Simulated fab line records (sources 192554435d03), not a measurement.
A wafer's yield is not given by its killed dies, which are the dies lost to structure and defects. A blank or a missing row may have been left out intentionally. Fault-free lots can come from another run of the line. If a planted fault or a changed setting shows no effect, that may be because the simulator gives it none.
fab line records ; flow n5_finfet
record: lots: 5; wafers: 14; last_day: 18
route steps=1938 shown BEOL_M4@1100 BEOL_M5@1112 PASSIVATION@1936
lots untouched by any fault: they come from a run of this same line in which no faults occurred
start_h: hours from the record's first day to the start of the lot's first wafer shown ; wait_h: time in hours since the lot's previous step ; " the same as in the row above ; L1.1+2: several wafers, shown together as one row ; - either no value or no given start ; * or withheld: withheld ; < > ~ a bound
route shown NAME@n: names a module that has steps shown in the file, with the first one's number in the route ; usual: mean/standard deviation taken from wafers without a fault ; same: alike in all rows ; chamber/n: place in a boat ; sites: each site's reading ; _std_site: their standard deviation ; _edge_site: outer sites' mean less inner sites' ; radius_mm: for every site, how far away it sits from the centre of the wafer ; mask NAME#n: copy n ; behind: the tool/chamber that last shaped the wafer ; hold: the reason the lot was held/the length of the hold in hours/how it ended ; device: the transistor (n, p or np) that didn't switch ; end of line: the tests these same wafers got at the end of their route ; a step with no rows: only its recipe ; killed: dies that structure and defects cost at the first sort, which is not the same as the wafer's yield ; map: the dies of a wafer, with x for killed, . for not killed, _ for no die there
set.NAME: the setting as run; set.NAME@STEP: as run at that earlier step ; model.NAME: the simulator's own value behind a step, which no gauge read
lots seen at some steps along the route; tables by step, rows by wafer
services: when a tool's chamber went out of use (start_h, in hours from the record's first day, below 0 if earlier), for how many hours, and the reason
== steps ==
step: N5_BEOL_M4_SPUTTER_96
recipe: material: Cu; target_thk_a: 45; temp_c: -20; chamber_pressure_pa: 0.07; power_w: withheld; time_s: 8.29
step: N5_BEOL_M4_ECD_50
recipe: material: Cu; target_thk_a: 3000
step: N5_BEOL_M4_ANNEAL_51
recipe: temp_c: 225; time_s: 90; ambient: N2
step: N5_BEOL_M4_CMP_52
recipe: stop_on: SiOC; t_overpolish_s: 6.8; down_force_psi: 1; platen_rpm: 50; clearing_platen_down_force_psi: 1.5; clearing_platen_rpm: 50; post_cmp_clean: cu_alkaline; target_thk_nm: 40; clearing_platen_pad_velocity_m_s: 0.99484; pad_velocity_m_s: 0.99484
step: N5_BEOL_M4_PRE_CLEAN_60
recipe: gas: NH3/H2; time_s: 15; temp_c: *; rf_power_w: 300
step: N5_BEOL_M4_CO_CAP_55
recipe: material: Co; target_thk_a: 20; temp_c: 200; precursor: CCTBA/H2; pressure_torr: 30; time_s: 102.1
step: N5_BEOL_M4_PRE_CLEAN_56
recipe: gas: NH3; time_s: 15; temp_c: withheld; rf_power_w: 300
step: N5_BEOL_M4_DEP_57
recipe: material: SiCN; target_thk_a: 80; temp_c: withheld; precursor: 3MS/NH3; pressure_torr: 3; rf_w: 202; time_s: 14
step: N5_BEOL_M5_ILD_DEP_00
recipe: material: SiCOH_lowk; target_thk_a: 1406.4; temp_c: 300; precursor: DEMS/porogen; pressure_torr: 5; rf_w: 500; time_s: 25.9
usual: heater_power_w: 312/46; showerhead_plenum_p_Torr: 5.738/0.014; throttle_valve_pct: 13.9/0.92
lot.wafer;tool;chamber;start_h;wait_h;heater_power_w;showerhead_plenum_p_Torr;throttle_valve_pct;model.SiCOH_lowk_of_BEOL_M5_ILD_DEP_00.thk_nm
L506.1;pecvd-03;2;210.29;0.8;385;5.718;13.0;139.4
L506.2;pecvd-03;1;210.29;0.8;372;5.738;15.8;141.2
L506.3;pecvd-03;0;210.29;0.8;266;5.730;14.3;160.2
L507.2;pecvd-03;0;212.19;0.7;297;5.728;14.5;137
L507.4;pecvd-03;0;212.19;0.7;291;5.720;14.5;161.2
L507.6;pecvd-03;1;212.19;0.7;390;5.725;15.9;141.8
L512.2;pecvd-03;0;245.11;0.7;284;5.725;14.2;141.2
L512.3;pecvd-03;1;245.11;0.7;353;5.729;16.1;158.6
L519.3;pecvd-04;0;303.28;0.5;277;5.746;13.4;140.2
L519.5;pecvd-04;1;303.28;0.5;275;5.743;13.4;143.8
L519.6;pecvd-04;0;303.28;0.5;264;5.731;13.6;142.2
L524.4;pecvd-03;2;330.02;0.4;340;5.721;13.2;143
L524.5;pecvd-03;0;330.02;0.4;306;5.719;14.2;140.4
L524.6;pecvd-03;1;330.02;0.4;356;5.734;16.0;141.8
step: N5_BEOL_M5_CURE_79
recipe: temp_c: 385; time_s: 240; ambient: He/Ar; material: SiCOH_lowk
step: N5_BEOL_M5_THK_MEAS_01
recipe: reads: SiCOH_lowk_of_BEOL_M5_ILD_DEP_00
usual: M5_ILD_THK: 121.1/1.8
lot.wafer;tool;chamber;start_h;wait_h;M5_ILD_THK[nm]
L506.1;film_metro-01;-;210.87;0.4;119.9
L506.2;film_metro-01;-;210.87;0.4;121.4
L506.3;film_metro-01;-;210.87;0.4;138.0
L507.2;film_metro-02;-;212.77;0.4;117.9
L507.4;film_metro-02;-;212.77;0.4;139.0
L507.6;film_metro-02;-;212.77;0.4;122.0
L512.2;film_metro-02;-;246.32;0.7;121.4
L512.3;film_metro-02;-;246.32;0.7;136.7
L519.3;film_metro-02;-;303.86;0.3;120.7
L519.5;film_metro-02;-;303.86;0.3;123.8
L519.6;film_metro-02;-;303.86;0.3;122.3
L524.4;film_metro-01;-;330.58;0.2;123.1
L524.5;film_metro-01;-;330.58;0.2;120.7
L524.6;film_metro-01;-;330.58;0.2;122.1
step: N5_BEOL_M5_PECVD_70
recipe: material: SiO2; target_thk_a: 160; temp_c: 400; precursor: TEOS/O2; pressure_torr: 5.5; rf_w: 450; teos_flow_sccm: 53.8; gas: O2; flow_sccm: 3000; time_s: 18
step: N5_BEOL_M5_HM_DEP_02
recipe: material: TiN; target_thk_a: 200; temp_c: 25; chamber_pressure_pa: 0.49996
step: N5_BEOL_M5_COAT_59
recipe: resist: SOC; temp_c: 250; time_s: 60; spin_rpm: 1500; resist_thk_nm: 60
step: N5_BEOL_M5_COAT_60
recipe: resist: SiARC; temp_c: 220; time_s: 60; spin_rpm: 1500; resist_thk_nm: 12
step: N5_BEOL_M5_COAT_71
recipe: resist: underlayer; temp_c: 205; time_s: 60; spin_rpm: 1500; resist_thk_nm: 5
step: N5_BEOL_M5_COAT_05
recipe: resist: CAR-EUV; spin_rpm: 1500; resist_thk_nm: 30
step: N5_BEOL_M5_EBR_07
recipe: solvent: PGMEA; ebr_width_mm: 1.5
step: N5_BEOL_M5_SOFTBAKE_06
recipe: temp_c: 110; time_s: 60; resist: CAR-EUV
step: N5_BEOL_M5_EXPOSE_08
recipe: mask_id: M5; na: 0.33; source_shape: annular; sigma_inner: 0.4; sigma_outer: 0.8; polarization: unpolarized; target_cd_nm: 28; dose_mj: 35.75
step: N5_BEOL_M5_PEB_09
recipe: peb_temp_c: 100; peb_time_s: 60; resist: CAR-EUV
step: N5_BEOL_M5_DEVELOP_10
recipe: develop_time_s: 30; developer: TMAH; resist: CAR-EUV; rinse_liquid: surfactant_rinse; dry: air_spin; dev_temp_c: 23
step: N5_BEOL_M5_DESCUM_16
recipe: chemistry: O2; time_s: 7; source_power_w: 50; bias_power_w: 20; pressure_mtorr: 20; rf_frequency_hz: 2.712e+07; temp_c: 40; resist: CAR-EUV; o2_flow_sccm: 225
step: N5_BEOL_M5_ETCH_72
recipe: chemistry: N2/H2; target: underlayer; target_depth_a: 65; mask_material: CAR-EUV; time_s: 5.2; ion_energy_ev: 200; pressure_mtorr: 30; source_w: 840; bias_w: 150; n2_flow_sccm: 200; h2_flow_sccm: 200; ends: cleared
step: N5_BEOL_M5_ETCH_61
recipe: chemistry: CF4; target: SiARC; target_depth_a: 156; mask_material: CAR-EUV; time_s: 26; ion_energy_ev: 80; pressure_mtorr: 40; source_w: 545; bias_w: 36; Ar_flow_sccm: 100; cf4_flow_sccm: 100; ends: cleared
step: N5_BEOL_M5_ETCH_62
recipe: chemistry: N2/H2; target: SOC; target_depth_a: 750; overetch_a: 150; mask_material: SiARC; temp_c: 40; time_s: 112.5; ion_energy_ev: 200; pressure_mtorr: 30; source_w: 840; bias_w: 150; n2_flow_sccm: 200; h2_flow_sccm: 200
step: N5_BEOL_M5_STRIP_63
recipe: chemistry: N2/H2; temp_c: 40; n2_flow_sccm: 200; h2_flow_sccm: 200; rf_frequency_hz: 6e+07
step: N5_BEOL_M5_STRIP_73
recipe: chemistry: N2/H2; temp_c: 40; n2_flow_sccm: 200; h2_flow_sccm: 200; rf_frequency_hz: 6e+07
step: N5_BEOL_M5_STRIP_64
recipe: chemistry: CF4; resist: SiARC; power_w: 300; bias_power_w: 75; pressure_mtorr: 50; cf4_flow_sccm: 150; rf_frequency_hz: 6e+07
step: N5_BEOL_M5_HM_OPEN_17
recipe: chemistry: Cl2/BCl3; target_depth_a: 200; overetch_a: 60; target: TiN; mask_material: SOC; ion_energy_ev: 150; pressure_mtorr: 10; icp_w: 1000; bias_w: 126; Cl2_flow_sccm: 53.25; bcl3_flow_sccm: 21.75; Ar_flow_sccm: 25
step: N5_BEOL_M5_STRIP_19
recipe: chemistry: O2; power_w: 400; temp_c: 40; pressure_mtorr: 30; rf_frequency_hz: 6e+07; bias_power_w: 0; overash_fraction: 0.2; o2_flow_sccm: 225
step: N5_BEOL_M5_COAT_65
recipe: resist: SOC; temp_c: 250; time_s: 60; spin_rpm: 1500; resist_thk_nm: 60
step: N5_BEOL_M5_COAT_66
recipe: resist: SiARC; temp_c: 220; time_s: 60; spin_rpm: 1500; resist_thk_nm: 12
step: N5_BEOL_M5_COAT_74
recipe: resist: underlayer; temp_c: 205; time_s: 60; spin_rpm: 1500; resist_thk_nm: 5
step: N5_BEOL_M5_CMP_52
recipe: stop_on: SiCOH_lowk; t_overpolish_s: 6.9; down_force_psi: 1; platen_rpm: 50; clearing_platen_down_force_psi: 1.5; clearing_platen_rpm: 50; post_cmp_clean: cu_alkaline; target_thk_nm: 62; clearing_platen_pad_velocity_m_s: 0.99484; pad_velocity_m_s: 0.99484
usual: edge_zone_pressure_frac: 0.999/0.0046; motor_current_A: 6.1/0.49
lot.wafer;tool;chamber;start_h;wait_h;edge_zone_pressure_frac;motor_current_A;model.SiCOH_lowk_of_BEOL_M5_ILD_DEP_00.thk_nm
L506.1;cmp-02;1;220.84;0.4;1.002;5.4;117
L506.3;cmp-02;2;220.84;0.4;1.007;6.6;135
L506.2;cmp-02;3;220.84;0.4;0.996;5.3;118.4
L507.2;cmp-02;3;224.89;0.2;0.998;5.7;114.8
L507.4;cmp-02;1;224.89;0.2;1.009;5.9;135.8
L507.6;cmp-02;3;224.89;0.2;1.002;5.5;119
L512.2;cmp-03;1;257.96;0.7;0.994;5.7;118.4
L512.3;cmp-03;2;257.96;0.7;1.002;6.1;133.6
L519.3;cmp-04;0;314.96;0.2;0.999;6.0;117.6
L519.6;cmp-04;3;314.96;0.2;0.996;5.6;119.4
L519.5;cmp-04;0;314.96;0.2;0.989;6.1;120.8
L524.4;cmp-03;0;341.16;0.2;1.000;6.4;120
L524.5;cmp-03;1;341.16;0.2;1.006;6.1;117.8
L524.6;cmp-03;2;341.16;0.2;1.001;6.2;119
step: N5_PASSIVATION_PROBE_49
usual: defect_limited_yield: 91.3/1.3; killed_at_M0_to_M3: 34/9.1; killed_at_M4_up: 14/5.6; killed_at_contacts: 13/5.9; killed_at_front_end: 39/11; killed_at_other: 3.6/3; killed_dies: 102/16; killed_open: 68/12; killed_short: 33/7.3; sort_bin_5_function: 5.2/0.89; sort_bin_6_memory: 3.2/0.68; sort_n_pass: 1078/16; sort_yield_pct: 91.3/1.3
same: gross_dies: 1180; killed_at_back_side: 0; sort_bin_4_leakage[%]: 0; sort_bin_8_speed[%]: 0
lot.wafer;tool;chamber;start_h;wait_h;defect_limited_yield[%];killed_at_M0_to_M3;killed_at_M4_up;killed_at_contacts;killed_at_front_end;killed_at_other;killed_dies;killed_open;killed_short;sort_bin_5_function[%];sort_bin_6_memory[%];sort_n_pass;sort_yield_pct[%]
L507.4;prober-02;-;319.44;0.2;90.8;40;12;3;49;5;109;69;29;5.0;3.3;1071;90.8
L512.2;prober-02;-;348.84;0.1;88.7;28;13;6;84;2;133;73;49;5.6;4.1;1047;88.7
killed by level:class
L507.4 STI_FIN_REVEAL:geometric_particle:open=12 HKMG_FIN:area_etch=10 BEOL_M0_SAQP:geometric_particle:open=8 BEOL_M0_SAQP:geometric_particle:short=8 BEOL_M2:geometric_particle:open=8 BEOL_M1:geometric_particle:open=7 GATE_CUT:geometric_particle:short=5 BEOL_M3:geometric_particle:open=5
L512.2 FIN_SAQP:geometric_particle:open=18 GATE_CUT:geometric_particle:short=17 FIN_SAQP:geometric_particle:short=11 HKMG_FIN:area_etch=11 STI_FIN_REVEAL:geometric_particle:open=10 BEOL_M0_SAQP:geometric_particle:open=9 BEOL_M2:geometric_particle:open=7 BEOL_M4:geometric_particle:open=7
== services ==
tool;chamber;start_h;hours;kind
cmp-03;-;205.71;4.0;pm
cmp-03;-;209.71;-;consumable_replace:conditioner
cmp-03;-;209.71;-;consumable_replace:pad
cmp-03;-;217.15;13.6;repair
pecvd-04;-;222.57;1.0;repair
pecvd-03;0;230.83;2.1;scheduled_down
pecvd-03;-;240.43;0.4;repair
cmp-04;-;246.72;2.4;repair
cmp-02;-;257.23;1.9;repair
cmp-03;-;282.95;0.6;repair
pecvd-04;2;295.10;2.1;scheduled_down
pecvd-03;-;304.54;5.5;pm
cmp-02;-;325.38;4.0;pm
cmp-04;-;327.59;0.5;repair
cmp-02;-;329.38;-;consumable_replace:conditioner
cmp-02;-;329.38;-;consumable_replace:pad
cmp-04;-;331.92;0.5;repair
pecvd-03;-;332.36;0.8;pm
pecvd-03;2;337.88;15.0;repair
== key ==
first_sign: step: N5_BEOL_M5_THK_MEAS_01; reading: M5_ILD_THK; direction: up; sigmas: 9.2; usual: 121.1; struck: 137.9
effect none on later readings
model_effect: step: N5_BEOL_M5_ILD_DEP_00; value: SiCOH_lowk_of_BEOL_M5_ILD_DEP_00.thk_nm; without: 140.9; struck: 160
model_effect: step: N5_BEOL_M5_CMP_52; value: SiCOH_lowk_of_BEOL_M5_ILD_DEP_00.thk_nm; without: 118.2; struck: 134.8
met_at N5_BEOL_M5_ILD_DEP_00
struck_wafers L506.3,L507.4,L512.3
baseline_loss: step: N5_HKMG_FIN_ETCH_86; wafers: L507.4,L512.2
fault: kind: process_parameter_drift; tool: pecvd-03; chamber: -; onset_h: 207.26; steps: N5_BEOL_M5_ILD_DEP_00; channel: time_s; offset: *; shape: step; end_h: 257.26; scope: struck_wafers_only; acts_in: *; stated: *
baseline_loss: these wafers lose ten dies or more at that step, a loss of the line's own and not of a fault; the sort's usual values leave them out
